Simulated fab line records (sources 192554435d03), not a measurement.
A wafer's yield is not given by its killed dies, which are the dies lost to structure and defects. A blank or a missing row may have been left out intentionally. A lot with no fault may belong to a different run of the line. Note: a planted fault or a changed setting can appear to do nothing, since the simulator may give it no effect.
Lot-split experiment | flow n5 finfet | 21 wafers read across 7 lots, on a route 1938 steps long

## ON THE SPLIT
At N5_BEOL_M5_DESCUM_16 (chemistry O2, time 7 s), the setting time s was moved away from the recipe's 7 s on 9 of the 21 wafers read, by -15.4% to +12.6%. For the rest of the wafers, this setting stayed at what the recipe calls for.

Reading taken at the split's own step.

## THE READING
CAR-EUV_of_BEOL_M5_COAT_05.thk nm (the simulator's own value, which no gauge read), in nm, at N5_BEOL_M5_DESCUM_16 (chemistry O2, time 7 s). No usual value for it is given in the file. The 12 wafers here that ran the recipe average 26.2 nm, standard deviation 0.075 nm.

wafer  | tool, chamber at the split | time s as run, s | against the recipe | CAR-EUV_of_BEOL_M5_COAT_05.thk nm, nm | against lot-mates on the recipe
L076.1 | rie diel-01, 3,2           | 7                | recipe             | 26.2                                  | -
L076.5 | rie diel-01, 3,2           | 7                | recipe             | 26.2                                  | -
L076.2 | rie diel-01, 0             | 6.524            | -6.8%              | 26.4                                  | +0.2
L078.1 | rie diel-01, 0,3           | 7                | recipe             | 26.2                                  | -
L078.6 | rie diel-01, 0,3           | 7                | recipe             | 26.2                                  | -
L078.3 | rie diel-01, 3             | 6.555            | -6.4%              | 26.4                                  | +0.2
L081.1 | rie diel-01, 0,2,2         | 7                | recipe             | 26.2                                  | -
L081.4 | rie diel-01, 0,2,2         | 7                | recipe             | 26.2                                  | -
L081.5 | rie diel-01, 0,2,2         | 7                | recipe             | 26.2                                  | -
L086.1 | rie diel-06, 2             | 7.881            | +12.6%             | 25.6                                  | -0.5
L086.3 | rie diel-06, 3             | 7                | recipe             | 26.2                                  | -
L086.6 | rie diel-06, 1             | 7                | recipe             | 26                                    | -
L093.1 | rie diel-02, 3             | 6.065            | -13.4%             | 26.6                                  | +0.6
L093.5 | rie diel-02, 3             | 7                | recipe             | 26                                    | -
L093.6 | rie diel-02, 0             | 6.065            | -13.4%             | 26.8                                  | +0.8
L094.1 | rie diel-06, 3,0           | 7                | recipe             | 26.2                                  | -
L094.6 | rie diel-06, 3,0           | 7                | recipe             | 26.2                                  | -
L094.2 | rie diel-06, 0             | 7.719            | +10.3%             | 25.6                                  | -0.6
L095.2 | rie diel-01, 3,1,2         | 5.919            | -15.4%             | 26.6                                  | no lot-mate on the recipe
L095.3 | rie diel-01, 3,1,2         | 5.919            | -15.4%             | 26.6                                  | no lot-mate on the recipe
L095.4 | rie diel-01, 3,1,2         | 5.919            | -15.4%             | 26.6                                  | no lot-mate on the recipe
If several chambers appear in one row, that row covers several wafers at once and the file leaves open which wafer was in which chamber.

THE FIT
A straight line over all 21 wafers: CAR-EUV_of_BEOL_M5_COAT_05.thk nm changes by -0.0367 nm for each +1% of time s; r = -0.95; the points scatter about the line by 0.095 nm.
The same after taking each lot's own level away (the mean of its wafers on the recipe; 18 wafers): -0.0479 nm for each +1%; r = -0.97; scatter 0.077 nm.
According to that fit, moving time s by its largest amount changes the reading by 0.74 nm.
Across the lots, their own levels run from 26.00 to 26.20 nm, a range of 2.7 times the standard deviation given above.
So the lot-to-lot level changes the slope: the two fits differ.
Check: +0.647 nm against its lot-mates is what the line predicts for one of the wafers moved furthest among these (-13.4%) when that wafer is left out of the fit. Against them it came out at +0.6 nm.

## FURTHER SPLITS ON THESE WAFERS
These wafers also went through other splits before the reading. Each is held against what the fit with the lots' levels taken away leaves over:
other split on the same wafers    | wafers away from the commonest value | r with CAR-EUV_of_BEOL_M5_COAT_05.thk nm (lot level and that fit taken away)
N5_BEOL_M3_TRENCH_ETCH_37 time s  | 7                                    | +0.25
N5_BEOL_M3_ETCH_41 target depth a | 10                                   | -0.20
N5_BEOL_M4_EXPOSE_25 dose mj      | 8                                    | +0.42
N5_BEOL_M4_DESCUM_33 time s       | 10                                   | +0.29

## THE FILE'S OWN FIT
CAR-EUV_of_BEOL_M5_COAT_05.thk nm changes by -0.0462 nm for each +1% of time s, r = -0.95.
